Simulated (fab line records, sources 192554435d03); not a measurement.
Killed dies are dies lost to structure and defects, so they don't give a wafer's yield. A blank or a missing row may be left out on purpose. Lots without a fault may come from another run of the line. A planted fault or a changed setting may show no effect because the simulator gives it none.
fab line records | flow n5_finfet
record lots=10 wafers=28 last_day=17
route steps=1938 shown HKMG_FIN@388 BEOL_M4@1091 PASSIVATION@1936
lots that met no fault: from a run of the same line without faults
start_h: hours from the record's first day to the start of the lot's first wafer shown | wait_h: hours since the lot's step before | " the same as in the row above | L1.1+2: a row that stands for several wafers | - no value, or no start given | * or withheld: withheld | < > ~ a bound
route shown NAME@n: a module of which the file shows steps, and the number in the route of the first | usual: mean/standard deviation of fault-free wafers | same: alike in all rows | chamber/n: place in a boat | sites: the reading at each site | _std_site: their standard deviation | _edge_site: outer sites' mean less inner sites' | radius_mm: how far each site lies from the wafer's centre | mask NAME#n: copy n | behind: the tool/chamber that last shaped the wafer | hold: why the lot was held/for how many hours/how that ended | device: the transistor (n, p or np) that didn't switch | end of line: the same wafers' tests at the end of the route | a step without rows: its recipe alone | killed: dies lost to structure and defects at the first sort, not the wafer's yield | map: a wafer's dies, x killed, . not, _ none there
set.NAME: the setting as run; set.NAME@STEP: as run at that earlier step | model.NAME: the simulator's own value behind a step, which no gauge read
steps of the route over a sample of lots; a table a step, a row a wafer
services: from which hour (start_h, from the record's first day; less than 0 if before it) a tool's chamber was out of use, for how many hours, and why
## steps
# step N5_HKMG_FIN_ALD_74
# recipe material=La2O3 target_thk_a=5 temp_c=250 ald_precursor_family=La-Cp ald_co_reactant=O3 pulse_time_s=6 co_reactant_pulse_time_s=1 purge_time_s=3 co_reactant_purge_time_s=3
# usual heater_power_w=349/42 precursor_pulse_height_rel=1.000/0.018
# columns lot.wafer tool chamber start_h wait_h heater_power_w precursor_pulse_height_rel
L297.1 ald_hk-03 0 70.94 0.2 335 1.016
L297.5 " 1 " " 386 0.986
L297.6 " 2 " " 347 1.011
L300.1 ald_hk-03 2 87.81 0.2 340 1.009
L300.4 " 3 " " 303 1.015
L300.5 " 1 " " 374 1.017
L302.2 ald_hk-03 2 104.99 0.2 340 1.034
L302.3 " 1 " " 376 0.989
L302.6 " 3 " " 308 1.028
L303.5 ald_hk-03 3 107.30 0.1 311 0.969
L303.6 " 0 " " 329 1.008
L305.1 ald_hk-03 2 120.53 0.2 339 0.975
L305.5 " 3 " " 301 0.977
L307.2 ald_hk-01 2 136.80 0.2 363 0.983
L307.4 " 0 " " 376 0.981
L307.5 " 0 " " 376 0.972
L312.2 ald_hk-02 1 161.12 0.2 350 0.987
L312.3 " 0 " " 372 1.029
L312.5 " 2 " " 285 0.969
L314.2 ald_hk-01 0 173.77 0.2 393 0.973
L314.5 " 2 " " 372 1.012
L314.6 " 3 " " 304 0.979
L315.1 ald_hk-03 0 179.45 0.2 338 1.015
L315.2 " 3 " " 310 0.972
L315.5 " 1 " " 376 0.967
L317.3 ald_hk-03 1 194.79 0.1 372 0.996
L317.4 " 0 " " 329 1.018
L317.5 " 0 " " 340 1.020
# step N5_BEOL_M4_ANNEAL_87
# recipe temp_c=400 time_s=240 ambient=vacuum
# usual heater_power_w=805/84
# same time_s=240
# columns lot.wafer tool chamber start_h wait_h heater_power_w
L297.1 pvd_sputter-03 - 160.54 0.0 703
L297.5 " - " " 713
L297.6 " - " " 688
L300.1 pvd_sputter-02 - 186.31 0.0 825
L300.4 " - " " 678
L300.5 " - " " 858
L302.2 pvd_sputter-02 - 189.67 0.0 695
L302.3 " - " " 879
L302.6 " - " " 830
L303.5 pvd_sputter-03 - 213.18 0.1 704
L303.6 " - " " 795
L305.1 pvd_sputter-02 - 234.78 0.0 813
L305.5 " - " " 870
L307.2 pvd_sputter-01 - 249.27 0.0 928
L307.4 " - " " 749
L307.5 " - " " 803
L312.2 pvd_sputter-03 - 255.95 0.0 725
L312.3 " - " " 708
L312.5 " - " " 793
L314.2 pvd_sputter-03 - 281.25 0.0 714
L314.5 " - " " 942
L314.6 " - " " 717
L315.1 pvd_sputter-01 - 282.06 0.0 862
L315.2 " - " " 920
L315.5 " - " " 929
L317.3 pvd_sputter-01 - 308.18 0.0 819
L317.4 " - " " 745
L317.5 " - " " 866
# step N5_BEOL_M4_ANNEAL_95
# recipe temp_c=400 time_s=240 ambient=vacuum
# usual heater_power_w=806/87
# same time_s=240
# columns lot.wafer tool chamber start_h wait_h heater_power_w
L297.1 pvd_sputter-03 - 161.42 0.0 723
L297.5 " - " " 729
L297.6 " - " " 723
L300.1 pvd_sputter-02 - 187.19 0.0 821
L300.4 " - " " 684
L300.5 " - " " 878
L302.2 pvd_sputter-02 - 190.55 0.0 660
L302.3 " - " " 870
L302.6 " - " " 860
L303.5 pvd_sputter-03 - 214.06 0.1 718
L303.6 " - " " 791
L305.1 pvd_sputter-02 - 235.66 0.0 853
L305.5 " - " " 881
L307.2 pvd_sputter-01 - 250.15 0.0 918
L307.4 " - " " 751
L307.5 " - " " 793
L312.2 pvd_sputter-03 - 256.83 0.0 721
L312.3 " - " " 701
L312.5 " - " " 797
L314.2 pvd_sputter-03 - 282.13 0.0 716
L314.5 " - " " 940
L314.6 " - " " 697
L315.1 pvd_sputter-01 - 282.94 0.0 868
L315.2 " - " " 907
L315.5 " - " " 902
L317.3 pvd_sputter-01 - 309.06 0.0 805
L317.4 " - " " 746
L317.5 " - " " 881
# step N5_BEOL_M4_SPUTTER_96
# recipe material=Cu target_thk_a=45 temp_c=-20 chamber_pressure_pa=0.07 power_w=withheld time_s=8.29
# usual throttle_valve_pct=29.9/1.1
# same time_s=8.29
# columns lot.wafer tool chamber start_h wait_h throttle_valve_pct
L297.1 pvd_sputter-03 - 161.56 0.1 31.9
L297.5 " - " " 31.7
L297.6 " - " " 28.7
L300.1 pvd_sputter-02 - 187.33 0.1 29.9
L300.4 " - " " 31.3
L300.5 " - " " 28.6
L302.2 pvd_sputter-02 - 190.69 0.1 31.5
L302.3 " - " " 28.9
L302.6 " - " " 29.4
L303.5 pvd_sputter-03 - 214.17 0.0 31.9
L303.6 " - " " 29.8
L305.1 pvd_sputter-02 - 235.80 0.1 29.3
L305.5 " - " " 28.7
L307.2 pvd_sputter-01 - 250.29 0.1 31.3
L307.4 " - " " 30.0
L307.5 " - " " 29.7
L312.2 pvd_sputter-03 - 256.97 0.1 31.8
L312.3 " - " " 28.5
L312.5 " - " " 29.7
L314.2 pvd_sputter-03 - 282.27 0.1 31.8
L314.5 " - " " 28.5
L314.6 " - " " 28.6
L315.1 pvd_sputter-01 - 283.08 0.1 29.6
L315.2 " - " " 31.0
L315.5 " - " " 30.9
L317.3 pvd_sputter-01 - 309.20 0.1 30.0
L317.4 " - " " 29.8
L317.5 " - " " 29.5
# step N5_BEOL_M4_RC_MEAS_101
# usual DIBL_N=37.5/2.5 DIBL_P=38/3.1 IOFF_N=0.19/0.059 IOFF_P=0.24/0.061 IOFF_P_85C=4.1/0.83 IOFF_P_LIN=0.110/0.02 IOFF_P_LONG=0.000105/8.3e-06 ION_N=679/16 ION_P=465/9.8 SS_N=72.0/0.8 SS_P=73.7/0.86 VT_N=248/4.5 VT_N_LVT=97/4.4 VT_P=-249/3.5 VT_P_LONG=-275.4/2.8
# columns lot.wafer tool chamber start_h wait_h DIBL_N[mV/V] DIBL_P[mV/V] IOFF_N[nA/um] IOFF_P[nA/um] IOFF_P_85C[nA/um] IOFF_P_LIN[nA/um] IOFF_P_LONG[nA/um] ION_N[uA/um] ION_P[uA/um] SS_N[mV/dec] SS_P[mV/dec] VT_N[mV] VT_N_LVT[mV] VT_P[mV] VT_P_LONG[mV]
L297.1 prober-02 0 163.35 0.0 34.1 36 0.12 0.20 3.4 0.095 0.000108 659 459 70.6 72.8 254 104 -249 -274.1
L297.5 " 0 " " 37.8 37 0.18 0.22 3.7 0.102 0.000106 678 466 72.3 73.5 251 99 -250 -274.5
L297.6 " 0 " " 39.7 40 0.23 0.27 4.5 0.119 0.00011 679 459 72.7 74.2 248 95 -245 -275.3
L300.1 prober-01 0 188.43 0.0 35.7 36 0.15 0.19 3.5 0.095 0.000105 673 458 71.9 72.4 253 99 -250 -277.3
L300.4 " 0 " " 33.3 34 0.11 0.17 3.1 0.085 0.000111 651 455 70.6 71.8 255 103 -253 -273.5
L300.5 " 0 " " 37.1 38 0.18 0.24 4.1 0.111 0.000103 669 461 71.6 73.8 248 95 -249 -277.3
L302.2 prober-02 0 191.94 0.2 31.0 28 0.08 0.12 2.4 0.068 9.6e-05 644 452 70.6 70.8 259 107 -255 -275.5
L302.3 " 0 " " 33.5 33 0.12 0.18 3.2 0.089 0.000107 679 467 69.8 72.5 253 100 -251 -276.9
L302.6 " 0 " " 33.7 35 0.13 0.19 3.3 0.092 9.7e-05 672 462 70.2 73.0 250 97 -250 -276.0
L303.5 prober-01 0 215.90 0.6 37.1 39 0.18 0.76 11.0 0.346 0.000272 677 515 71.8 73.8 249 130 -212 -243.4
L303.6 " 0 " " 41.1 44 0.31 0.34 5.6 0.137 0.000109 705 477 73.1 75.8 244 89 -245 -272.3
L305.1 prober-01 0 237.18 0.1 34.4 35 0.10 0.16 3.0 0.083 9.4e-05 657 453 70.8 73.2 260 106 -253 -276.0
L305.5 " 0 " " 37.1 37 0.14 0.68 9.6 0.321 0.000278 651 503 71.5 73.1 252 136 -217 -241.9
L307.2 prober-01 0 251.57 0.2 39.7 42 0.30 0.37 5.7 0.156 0.000116 716 484 72.8 74.3 239 89 -239 -270.5
L307.4 " 0 " " 33.7 34 0.13 0.19 3.3 0.097 0.000127 670 461 72.0 72.9 252 100 -251 -268.1
L307.5 " 0 " " 36.6 38 0.21 0.29 4.7 0.131 0.000128 701 486 71.9 74.4 241 94 -244 -269.3
L312.2 prober-01 0 258.22 0.2 39.9 42 0.28 0.31 4.9 0.129 0.000107 702 470 72.3 74.8 242 91 -245 -277.1
L312.3 " 0 " " 39.4 43 0.25 0.32 5.1 0.131 0.000109 690 468 71.7 75.0 246 92 -244 -274.8
L312.5 " 0 " " 39.4 43 0.26 0.32 5.1 0.132 0.000103 686 470 72.6 74.6 243 92 -246 -272.9
L314.2 prober-01 0 283.52 0.2 40.7 41 0.24 0.26 4.4 0.113 9.8e-05 697 471 72.1 74.2 243 93 -248 -277.7
L314.5 " 0 " " 38.4 37 0.19 0.20 3.5 0.093 9.6e-05 664 453 72.4 73.8 251 96 -255 -277.2
L314.6 " 0 " " 34.4 34 0.12 0.16 2.9 0.081 9.6e-05 658 449 71.9 72.4 255 102 -254 -279.9
L315.1 prober-02 0 284.19 0.0 34.5 35 0.14 0.21 3.7 0.103 9.9e-05 668 462 70.9 73.5 249 97 -249 -275.5
L315.2 " 0 " " 36.0 35 0.14 0.20 3.6 0.099 0.000113 668 459 71.2 73.8 251 100 -250 -274.6
L315.5 " 0 " " 39.9 40 0.24 0.28 4.7 0.124 0.000109 696 475 71.8 74.1 244 91 -246 -275.1
L317.3 prober-02 0 310.66 0.3 40.5 38 0.23 0.26 4.4 0.114 9.6e-05 684 465 72.7 73.8 246 94 -249 -273.3
L317.4 " 0 " " 38.6 36 0.17 0.22 3.8 0.102 9.7e-05 662 460 73.0 73.4 250 101 -249 -276.0
L317.5 " 0 " " 39.9 38 0.21 0.25 4.2 0.110 9.7e-05 687 466 71.8 74.0 250 96 -248 -273.7
# step N5_PASSIVATION_PROBE_49
# usual defect_limited_yield=91.0/1.4 killed_at_M0_to_M3=35/10 killed_at_M4_up=14/5.5 killed_at_contacts=13/5.6 killed_at_front_end=41/11 killed_at_other=4/3.4 killed_dies=106/16 killed_open=68/12 killed_short=35/7.3 sort_bin_4_leakage=0.3/2.1 sort_bin_5_function=5.3/0.89 sort_bin_6_memory=3.4/0.67 sort_n_pass=1070/28 sort_yield_pct=90.7/2.4
# same gross_dies=1180 killed_at_back_side=0 sort_bin_8_speed[%]=0
# columns lot.wafer tool chamber start_h wait_h defect_limited_yield[%] killed_at_M0_to_M3 killed_at_M4_up killed_at_contacts killed_at_front_end killed_at_other killed_dies killed_open killed_short sort_bin_4_leakage[%] sort_bin_5_function[%] sort_bin_6_memory[%] sort_n_pass sort_yield_pct[%]
L302.2 prober-02 - 307.37 0.1 89.9 17 21 11 66 4 119 66 45 0 5.9 3.1 1061 89.9
L302.3 prober-02 - 307.42 0.1 92.1 16 12 9 55 1 93 68 22 0 5.0 2.8 1087 92.1
L302.6 prober-02 - 307.57 0.3 89.3 26 13 17 63 7 126 66 48 0 5.3 4.4 1054 89.3
L303.5 prober-01 - 319.24 0.2 88.4 43 11 5 68 10 137 83 51 72.3 6.9 4.2 190 16.1
L303.6 prober-01 - 319.29 0.3 88.3 40 24 13 60 1 138 93 42 1.0 6.3 4.6 1030 87.3
L305.1 prober-02 - 350.52 0.0 88.7 40 7 9 64 13 133 93 38 0 6.7 4.2 1047 88.7
L305.5 prober-02 - 350.72 0.2 91.5 41 11 8 36 4 100 65 35 59.0 5.3 3.0 384 32.5
# killed by level:class
L302.2 FIN_SAQP:geometric_particle:short=23 FIN_SAQP:geometric_particle:open=16 BEOL_M4:geometric_particle:open=13 MOL_CONTACT_COAG:geometric_particle:open=8 GATE_CUT:geometric_particle:open=6 HKMG_FIN:area_etch=6 STI_FIN_REVEAL:geometric_particle:open=5 BEOL_M2:geometric_particle:open=5
L302.3 FIN_SAQP:geometric_particle:open=24 FIN_SAQP:geometric_particle:short=10 MOL_CONTACT_COAG:geometric_particle:open=8 BEOL_M0_SAQP:geometric_particle:open=5 STARTING-WAFER:geometric_particle:open=5 DUMMY_GATE:geometric_particle:open=4 BEOL_M2:geometric_particle:open=4 STI_FIN_REVEAL:geometric_particle:open=3
L302.6 FIN_SAQP:geometric_particle:short=12 MOL_CONTACT_COAG:geometric_particle:open=12 FIN_SAQP:geometric_particle:open=8 BEOL_M2:geometric_particle:open=8 HKMG_FIN:area_etch=7 STI_FIN_REVEAL:geometric_particle:open=5 GATE_CUT:geometric_particle:short=5 MOL_CONTACT_COAG:geometric_particle:short=5
L303.5 FIN_SAQP:geometric_particle:short=18 STI_FIN_REVEAL:geometric_particle:open=17 FIN_SAQP:geometric_particle:open=16 BEOL_M0_SAQP:geometric_particle:open=13 BEOL_M0_SAQP:geometric_particle:short=12 BEOL_M2:geometric_particle:open=9 BEOL_M4:geometric_particle:open=6 GATE_CUT:geometric_particle:short=5
L303.6 BEOL_M0_SAQP:geometric_particle:open=23 BEOL_M4:geometric_particle:open=15 FIN_SAQP:geometric_particle:open=13 FIN_SAQP:geometric_particle:short=12 MOL_CONTACT_COAG:geometric_particle:open=12 STI_FIN_REVEAL:geometric_particle:open=11 BEOL_M0_SAQP:geometric_particle:short=10 GATE_CUT:geometric_particle:open=7
L305.1 STI_FIN_REVEAL:geometric_particle:open=18 FIN_SAQP:geometric_particle:open=11 BEOL_M1:geometric_particle:open=11 BEOL_M3:geometric_particle:open=10 DUMMY_GATE:geometric_particle:open=9 GATE_CUT:geometric_particle:short=8 FIN_SAQP:geometric_particle:short=7 MOL_CONTACT_COAG:geometric_particle:open=7
L305.5 BEOL_M0_SAQP:geometric_particle:open=11 STI_FIN_REVEAL:geometric_particle:open=10 BEOL_M1:geometric_particle:open=10 MOL_CONTACT_COAG:geometric_particle:open=7 BEOL_M1:geometric_particle:short=7 DUMMY_GATE:geometric_particle:open=6 FIN_SAQP:geometric_particle:short=5 BEOL_M0_SAQP:geometric_particle:short=5
## services
# columns tool chamber start_h hours kind
ald_hk-02 - 75.86 8.7 pm
ald_hk-03 - 82.38 1.2 repair
pvd_sputter-01 - 133.40 2.5 repair
ald_hk-03 - 139.04 8.7 pm
ald_hk-01 - 244.96 2.8 pm
## key
first_sign step=N5_BEOL_M4_RC_MEAS_101 reading=IOFF_P_LONG direction=up sigmas=20 usual=0.000105 struck=0.000275
effect step=N5_BEOL_M4_RC_MEAS_101 reading=VT_P_LONG direction=up sigmas=11 usual=-275.4 struck=-242.7
effect step=N5_BEOL_M4_RC_MEAS_101 reading=IOFF_P_LIN direction=up sigmas=11 usual=0.110 struck=0.333
effect step=N5_BEOL_M4_RC_MEAS_101 reading=VT_P direction=up sigmas=9.7 usual=-249 struck=-214
effect step=N5_BEOL_M4_RC_MEAS_101 reading=VT_N_LVT direction=up sigmas=8.3 usual=97 struck=133
effect step=N5_BEOL_M4_RC_MEAS_101 reading=IOFF_P direction=up sigmas=7.8 usual=0.24 struck=0.72
effect step=N5_BEOL_M4_RC_MEAS_101 reading=IOFF_P_85C direction=up sigmas=7.5 usual=4.1 struck=10.3
effect step=N5_BEOL_M4_RC_MEAS_101 reading=ION_P direction=up sigmas=4.5 usual=465 struck=509
effect step=N5_PASSIVATION_PROBE_49 reading=sort_bin_4_leakage direction=up sigmas=32 usual=0.3 struck=65.6
met_at N5_HKMG_FIN_ALD_74
struck_lots L303,L305
struck_wafers L303.5,L305.5
not_acting_at N5_BEOL_M4_ANNEAL_87,N5_BEOL_M4_ANNEAL_95,N5_BEOL_M4_SPUTTER_96
onset_between 104.99 107.30
fault kind=process_parameter_drift tool=ald_hk-03 chamber=- onset_h=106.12 steps=N5_HKMG_FIN_ALD_74 channel=target_thk_a offset=* shape=step end_h=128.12 scope=struck_wafers_only acts_in=* stated=*
